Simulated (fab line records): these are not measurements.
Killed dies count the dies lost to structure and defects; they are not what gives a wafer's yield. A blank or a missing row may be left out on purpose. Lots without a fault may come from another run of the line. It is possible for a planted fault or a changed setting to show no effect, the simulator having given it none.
Which tool was responsible?	flow n5 finfet	24 lots with 72 wafers sampled at 6 steps, on a route of 1938 steps

== WHAT EACH GAUGE READ, for each wafer ==
N5_GATE_CUT_THK_MEAS_24. Usual: for GC_FILL_THK the level is 219.9 nm and the standard deviation is 2.1.
lot	measured	on	GC_FILL_THK (nm)	flag
L074	day 4 12:57	film metro-02	219.9 218.9 221.5	
L075	day 5 02:40	film metro-02	219.3 219.9 221.1	
L076	day 5 06:38	film metro-02	217.6 220.8 222.4	
L077	day 5 09:38	film metro-02	217.6 219.8 220.3	
L078	day 5 15:41	film metro-01	220.1 219.5 222.3	
L079	day 5 20:02	film metro-01	216.7 217.5 219.6	
L080	day 6 03:13	film metro-01	217.2 221.3 218.1	
L081	day 6 17:58	film metro-01	221.5 222.6 222.0	
L082	day 6 19:26	film metro-02	218.3 217.5 221.4	
L083	day 6 23:19	film metro-01	216.0 219.4 219.8	
L084	day 7 03:59	film metro-01	219.7 221.9 220.9	
L085	day 7 10:42	film metro-02	217.0 219.1 221.1	
L086	day 7 15:49	film metro-02	220.8 220.9 223.2	
L087	day 7 21:21	film metro-02	218.1 219.2 222.1	
L088	day 8 03:28	film metro-02	217.8 218.9 223.8	
L089	day 8 09:22	film metro-01	223.9 222.8 221.8	
L090	day 8 12:47	film metro-02	220.0 220.2 222.0	
L091	day 8 19:29	film metro-02	217.2 217.8 219.7	
L092	day 9 01:10	film metro-02	220.1 217.8 219.3	
L093	day 9 08:19	film metro-01	222.7 221.0 223.8	
L094	day 9 18:37	film metro-02	220.6 218.5 223.9	
L095	day 9 20:13	film metro-02	218.1 221.6 221.1	
L096	day 10 04:22	film metro-02	218.3 218.3 220.6	
L097	day 10 07:57	film metro-01	219.4 221.4 220.3	

== TOOL THAT RAN EACH LOT (tool first, then ch and the chambers of the sampled wafers, then the start) ==
lot	N5_GATE_CUT_ETCH_58	N5_GATE_CUT_HM_OPEN_40	N5_GATE_CUT_CUT_ETCH_54	N5_GATE_CUT_ETCH_47	N5_GATE_CUT_CMP_23
L074	rie diel-02 ch 1,2, day 4 06:40	rie diel-02 ch 0,2, day 4 10:13	rie metal-02 ch 0,1, day 4 10:30	rie metal-02 ch 0,1, day 4 10:35	cmp-01 ch 0,1,2, day 4 12:40
L075	rie diel-06 ch 1,2,3, day 4 20:22	rie diel-02 ch 2,3, day 5 00:07	rie metal-03 ch 1, day 5 00:24	rie metal-03 ch 1, day 5 00:29	cmp-02 ch 0,1,2, day 5 02:25
L076	rie diel-05 ch 0,1,3, day 4 23:18	rie diel-05 ch 0,1,3, day 5 04:11	rie metal-01 ch 0,1, day 5 04:29	rie metal-01 ch 0,1, day 5 04:34	cmp-02 ch 0,1,2, day 5 06:20
L077	rie diel-05 ch 0,1,2, day 5 03:16	rie diel-02 ch 0,2,3, day 5 07:11	rie metal-01 ch 1, day 5 07:28	rie metal-01 ch 1, day 5 07:34	cmp-01 ch 0,1,3, day 5 09:25
L078	rie diel-05 ch 0,2,3, day 5 09:32	rie diel-05 ch 0,1,3, day 5 13:14	rie metal-01 ch 0,1, day 5 13:32	rie metal-01 ch 0,1, day 5 13:37	cmp-01 ch 2,3, day 5 15:24
L079	rie diel-05 ch 1,2,3, day 5 13:45	rie diel-06 ch 1,2,3, day 5 17:17	rie metal-02 ch 1, day 5 17:38	rie metal-02 ch 1, day 5 17:49	cmp-04 ch 0,1,3, day 5 19:44
L080	rie diel-06 ch 1,2,3, day 5 20:22	rie diel-06 ch 0,2,3, day 5 23:55	rie metal-03 ch 1, day 6 00:19	rie metal-03 ch 1, day 6 00:28	cmp-02 ch 0,1, day 6 02:55
L081	rie diel-05 ch 1,2,3, day 6 10:44	rie diel-05 ch 1,2,3, day 6 14:28	rie metal-02 ch 0,1, day 6 14:44	rie metal-02 ch 0,1, day 6 14:49	cmp-04 ch 1,2,3, day 6 17:46
L082	rie diel-06 ch 0,2,3, day 6 11:23	rie diel-05 ch 1,2,3, day 6 16:44	rie metal-01 ch 0,1, day 6 17:01	rie metal-01 ch 0,1, day 6 17:07	cmp-02 ch 0,2,3, day 6 19:08
L083	rie diel-05 ch 1,2, day 6 16:25	rie diel-06 ch 0,1, day 6 20:52	rie metal-01 ch 0,1, day 6 21:09	rie metal-01 ch 0,1, day 6 21:14	cmp-04 ch 1,2, day 6 23:01
L084	rie diel-06 ch 1,2, day 6 21:47	rie diel-05 ch 1,2,3, day 7 01:34	rie metal-01 ch 0,1, day 7 01:50	rie metal-01 ch 0,1, day 7 01:55	cmp-04 ch 0,3, day 7 03:44
L085	rie diel-05 ch 0,1,2, day 7 03:58	rie diel-06 ch 1,2,3, day 7 07:38	rie metal-03 ch 1, day 7 07:59	rie metal-03 ch 1, day 7 08:10	cmp-02 ch 0,1,3, day 7 10:29
L086	rie diel-06 ch 1,2,3, day 7 08:38	rie diel-06 ch 1,2,3, day 7 13:20	rie metal-02 ch 0,1, day 7 13:38	rie metal-02 ch 0,1, day 7 13:44	cmp-01 ch 0,1,2, day 7 15:31
L087	rie diel-05 ch 0,1,3, day 7 14:29	rie diel-02 ch 0,1,2, day 7 18:53	rie metal-02 ch 0,1, day 7 19:11	rie metal-02 ch 0,1, day 7 19:16	cmp-04 ch 0,2,3, day 7 21:04
L088	rie diel-05 ch 0,1,2, day 7 20:10	rie diel-05 ch 0,3, day 8 00:10	rie metal-02 ch 0,1, day 8 00:27	rie metal-02 ch 0,1, day 8 00:32	cmp-01 ch 1,2,3, day 8 03:14
L089	rie diel-06 ch 1,2, day 8 03:08	rie diel-06 ch 1,3, day 8 06:48	rie metal-01 ch 0, day 8 07:05	rie metal-01 ch 0, day 8 07:11	cmp-02 ch 0,2,3, day 8 09:07
L090	rie diel-05 ch 1,2,3, day 8 06:22	rie diel-02 ch 0,1,2, day 8 10:20	rie metal-01 ch 0,1, day 8 10:37	rie metal-01 ch 0,1, day 8 10:43	cmp-01 ch 1,2,3, day 8 12:29
L091	rie diel-06 ch 1,2, day 8 12:55	rie diel-05 ch 1,3, day 8 16:35	rie metal-03 ch 0, day 8 16:57	rie metal-03 ch 0, day 8 17:07	cmp-02 ch 0,2,3, day 8 19:16
L092	rie diel-06 ch 0,2,3, day 8 18:17	rie diel-06 ch 0,1,2, day 8 22:43	rie metal-02 ch 0,1, day 8 23:00	rie metal-02 ch 0,1, day 8 23:05	cmp-02 ch 0,2,3, day 9 00:52
L093	rie diel-02 ch 0,1,2, day 9 01:01	rie diel-02 ch 0,1,3, day 9 05:14	rie metal-03 ch 0,1, day 9 05:32	rie metal-03 ch 0,1, day 9 05:37	cmp-04 ch 0,1,2, day 9 08:01
L094	rie diel-05 ch 0,1,3, day 9 12:10	rie diel-06 ch 0,1,2, day 9 16:10	rie metal-01 ch 0,1, day 9 16:26	rie metal-01 ch 0,1, day 9 16:32	cmp-02 ch 1,2,3, day 9 18:19
L095	rie diel-05 ch 0,3, day 9 13:32	rie diel-06 ch 1,2, day 9 17:23	rie metal-03 ch 0,1, day 9 17:42	rie metal-03 ch 0,1, day 9 17:47	cmp-04 ch 1,2, day 9 19:55
L096	rie diel-06 ch 0,1,2, day 9 21:45	rie diel-05 ch 0,1,2, day 10 01:38	rie metal-03 ch 1, day 10 01:55	rie metal-03 ch 1, day 10 02:01	cmp-02 ch 1,2, day 10 04:05
L097	rie diel-02 ch 0,3, day 10 01:38	rie diel-02 ch 1,2, day 10 05:29	rie metal-01 ch 0,1, day 10 05:47	rie metal-01 ch 0,1, day 10 05:52	cmp-02 ch 0,2,3, day 10 07:41
- N5_GATE_CUT_ETCH_58: etches SiNx in CH3F/O2, target depth 17 nm, time 128.6 s.
- N5_GATE_CUT_HM_OPEN_40: chemistry C4F6/O2, target SiO2, target depth 139 nm, time 85.1 s.
- N5_GATE_CUT_CUT_ETCH_54: etches TiN in Cl2/BCl3, target depth 96.7 nm.
- N5_GATE_CUT_ETCH_47: etches SiO2 in Cl2/BCl3, target depth 10 nm.
- N5_GATE_CUT_CMP_23: polishes, stops on SiO2, t overpolish 23.4 s, target thk 16 nm.

== AS READ BY THE TOOLS THEMSELVES (means over the sampled wafers that have a number; for cases with no such wafer, the mark the record gives instead) ==
N5_GATE_CUT_ETCH_58. Usual: drypump motor current A 6.0 A, standard deviation 0.55; oes product au 0.76 a.u., standard deviation 0.071; rf vpp V 99.0 V, standard deviation 0.94; showerhead plenum p Torr 1.98 Torr, standard deviation 0.06; throttle valve pct 16.35 %, standard deviation 0.24.
lot	tool	drypump motor current A (A)	oes product au (a.u.)	rf vpp V (V)	showerhead plenum p Torr (Torr)	throttle valve pct (%)	flag
L074	rie diel-02	5.8	0.73	99.2	2.02	16.35	
L075	rie diel-06	6.0	0.74	98.7	1.97	16.34	
L076	rie diel-05	5.6	0.74	99.1	1.99	16.42	
L077	rie diel-05	6.1	0.72	97.9	1.98	16.38	
L078	rie diel-05	6.0	0.73	99.4	2.01	16.33	
L079	rie diel-05	5.9	0.72	99.2	1.97	16.44	
L080	rie diel-06	6.0	0.74	98.1	1.97	16.35	
L081	rie diel-05	5.9	0.72	99.4	1.97	16.46	
L082	rie diel-06	6.2	0.79	98.8	2.02	16.35	
L083	rie diel-05	6.0	0.71	99.6	1.94	16.51	
L084	rie diel-06	6.1	0.75	99.3	1.92	16.20	
L085	rie diel-05	6.1	0.80	99.1	1.98	16.25	
L086	rie diel-06	6.0	0.74	98.9	1.97	16.36	
L087	rie diel-05	5.6	0.80	97.9	1.99	16.28	
L088	rie diel-05	6.1	0.79	98.6	1.98	16.24	
L089	rie diel-06	6.1	0.74	98.2	1.92	16.22	
L090	rie diel-05	5.9	0.72	99.5	1.97	16.48	
L091	rie diel-06	6.4	0.72	99.2	1.91	16.40	
L092	rie diel-06	6.2	0.78	99.2	2.01	16.39	
L093	rie diel-02	6.0	0.72	99.8	2.02	16.46	
L094	rie diel-05	5.6	0.78	98.0	1.98	16.31	
L095	rie diel-05	5.4	0.79	99.7	2.01	16.24	
L096	rie diel-06	6.3	0.79	98.9	1.95	16.24	
L097	rie diel-02	6.5	0.75	98.4	1.94	16.48	

N5_GATE_CUT_HM_OPEN_40. Usual: drypump motor current A 6.1 A, standard deviation 0.51; etch rf on time s 94.4 s, standard deviation 2.3; oes product au 0.68 a.u., standard deviation 0.057; rf vpp V 669 V, standard deviation 12; showerhead plenum p Torr 2.83 Torr, standard deviation 0.083; throttle valve pct 20.98 %, standard deviation 0.22.
lot	tool	drypump motor current A (A)	etch rf on time s (s)	oes product au (a.u.)	rf vpp V (V)	showerhead plenum p Torr (Torr)	throttle valve pct (%)	flag
L074	rie diel-02	6.1	91.8	0.67	664	2.84	21.06	
L075	rie diel-02	6.1	93.8	0.68	655	2.80	20.99	
L076	rie diel-05	5.6	95.5	0.65	668	2.84	21.04	
L077	rie diel-02	6.3	94.1	0.69	664	2.81	21.06	
L078	rie diel-05	5.6	96.5	0.66	667	2.83	21.04	
L079	rie diel-06	6.0	93.5	0.67	679	2.81	20.95	
L080	rie diel-06	6.3	91.5	0.73	678	2.87	21.00	
L081	rie diel-05	5.9	96.3	0.66	660	2.81	21.05	
L082	rie diel-05	5.9	94.9	0.65	660	2.81	21.07	
L083	rie diel-06	6.2	93.0	0.78	674	2.86	20.67	
L084	rie diel-05	5.9	94.5	0.65	659	2.80	21.08	
L085	rie diel-06	6.0	93.0	0.67	679	2.80	20.96	
L086	rie diel-06	6.0	94.7	0.67	680	2.80	20.96	
L087	rie diel-02	6.0	94.5	0.65	669	2.87	21.04	
L088	rie diel-05	5.5	94.7	0.72	663	2.87	20.85	
L089	rie diel-06	5.7	96.1	0.67	682	2.81	20.76	
L090	rie diel-02	6.0	95.4	0.64	669	2.87	21.06	
L091	rie diel-05	5.5	95.3	0.64	667	2.77	21.21	
L092	rie diel-06	6.3	94.0	0.71	675	2.79	20.84	
L093	rie diel-02	6.2	97.5	0.66	669	2.84	21.05	
L094	rie diel-06	6.3	94.6	0.71	674	2.79	20.86	
L095	rie diel-06	6.4	94.5	0.65	674	2.72	21.01	
L096	rie diel-05	6.1	95.2	0.69	664	2.81	20.87	
L097	rie diel-02	5.8	97.1	0.62	664	2.90	20.98	

N5_GATE_CUT_CUT_ETCH_54. Usual: drypump motor current A 5.8 A, standard deviation 0.59; etch rf on time s 36.6 s, standard deviation 0.69; oes product au 0.72 a.u., standard deviation 0.12; throttle valve pct 22.4 %, standard deviation 0.39.
lot	tool	drypump motor current A (A)	etch rf on time s (s)	oes product au (a.u.)	throttle valve pct (%)	flag
L074	rie metal-02	5.8	36.8	0.56	22.3	
L075	rie metal-03	5.3	35.6	0.54	22.6	
L076	rie metal-01	5.5	36.8	0.75	22.5	
L077	rie metal-01	5.4	36.5	0.82	22.3	
L078	rie metal-01	5.7	37.3	0.69	22.6	
L079	rie metal-02	6.7	35.9	0.64	22.6	
L080	rie metal-03	5.3	35.8	0.54	22.6	
L081	rie metal-02	5.8	36.4	0.83	22.1	
L082	rie metal-01	5.7	37.5	0.68	22.7	
L083	rie metal-01	5.7	37.3	0.68	22.7	
L084	rie metal-01	5.6	37.2	0.74	22.5	
L085	rie metal-03	5.3	35.6	0.54	22.6	
L086	rie metal-02	6.2	36.0	0.72	22.4	
L087	rie metal-02	5.8	36.3	0.80	22.1	
L088	rie metal-02	6.2	36.2	0.71	22.4	
L089	rie metal-01	5.8	38.2	0.61	22.8	
L090	rie metal-01	5.5	37.3	0.72	22.5	
L091	rie metal-03	6.8	36.5	0.82	21.7	
L092	rie metal-02	6.2	36.7	0.70	22.4	
L093	rie metal-03	6.2	36.1	0.85	21.9	
L094	rie metal-01	5.6	37.4	0.72	22.6	
L095	rie metal-03	5.8	36.2	0.86	22.1	
L096	rie metal-03	5.3	35.9	0.89	22.4	
L097	rie metal-01	5.7	37.4	0.67	22.7	

N5_GATE_CUT_ETCH_47. Usual: drypump motor current A 5.8 A, standard deviation 0.59; oes product au 0.79 a.u., standard deviation 0.14; throttle valve pct 22.9 %, standard deviation 0.39.
lot	tool	drypump motor current A (A)	oes product au (a.u.)	throttle valve pct (%)	flag
L074	rie metal-02	5.8	0.63	22.8	
L075	rie metal-03	5.3	0.60	23.2	
L076	rie metal-01	5.6	0.83	23.1	
L077	rie metal-01	5.4	0.91	22.9	
L078	rie metal-01	5.7	0.76	23.2	
L079	rie metal-02	6.7	0.70	23.1	
L080	rie metal-03	5.3	0.59	23.2	
L081	rie metal-02	5.7	0.91	22.6	
L082	rie metal-01	5.7	0.76	23.2	
L083	rie metal-01	5.7	0.76	23.2	
L084	rie metal-01	5.6	0.82	23.1	
L085	rie metal-03	5.3	0.59	23.2	
L086	rie metal-02	6.2	0.79	22.9	
L087	rie metal-02	5.8	0.89	22.6	
L088	rie metal-02	6.2	0.79	22.9	
L089	rie metal-01	5.9	0.68	23.4	
L090	rie metal-01	5.6	0.81	23.1	
L091	rie metal-03	6.8	0.91	22.2	
L092	rie metal-02	6.2	0.77	22.9	
L093	rie metal-03	6.3	0.93	22.5	
L094	rie metal-01	5.5	0.80	23.1	
L095	rie metal-03	5.8	0.95	22.7	
L096	rie metal-03	5.3	0.97	23.0	
L097	rie metal-01	5.7	0.74	23.2	

N5_GATE_CUT_CMP_23. Usual: motor current A 8.5 A, standard deviation 1.2; overpolish run s 23.401 s, standard deviation 0.0085; time to endpoint s 19.4 s, standard deviation 2.9.
lot	tool	motor current A (A)	overpolish run s (s)	time to endpoint s (s)	flag
L074	cmp-01	9.1	23.398	20.5	
L075	cmp-02	7.7	23.397	16.6	
L076	cmp-02	7.8	23.396	19.6	
L077	cmp-01	8.8	23.401	18.8	
L078	cmp-01	8.6	23.404	17.7	
L079	cmp-04	7.6	23.391	20.2	
L080	cmp-02	8.3	23.391	17.9	
L081	cmp-04	8.7	23.396	21.6	
L082	cmp-02	8.6	23.408	19.4	
L083	cmp-04	8.8	23.405	21.9	
L084	cmp-04	7.7	23.396	19.9	
L085	cmp-02	8.8	23.397	19.5	
L086	cmp-01	9.3	23.404	23.2	
L087	cmp-04	8.6	23.400	21.8	
L088	cmp-01	8.6	23.398	24.4	
L089	cmp-02	8.5	23.401	19.1	
L090	cmp-01	8.6	23.412	23.8	
L091	cmp-02	8.5	23.399	18.0	
L092	cmp-02	8.2	23.398	16.3	
L093	cmp-04	9.1	23.408	17.6	
L094	cmp-02	8.3	23.406	16.4	
L095	cmp-04	9.7	23.403	19.7	
L096	cmp-02	7.0	23.397	19.9	
L097	cmp-02	8.4	23.397	18.4	

== THE ANSWER, worked out from the rows above alone ==
Rule: take the mean of a lot's wafers that have a number; if it is more than 3 standard deviations from the usual mean, the lot is off. Also off: a lot with no number at a reading for which 4 or more lots have one. Where the step has rows for the other lots, those lots are counted as sound. First the gauges in route order, then the tools' own readings, where a lot's mean is used as printed above. At the first step where some lot is off, the reading lying furthest off is the one used; lots without a number count as furthest.
Nothing can be told from this: no lot is off at any reading shown.

== WHAT WAS PUT IN BY THE SIMULATOR ==
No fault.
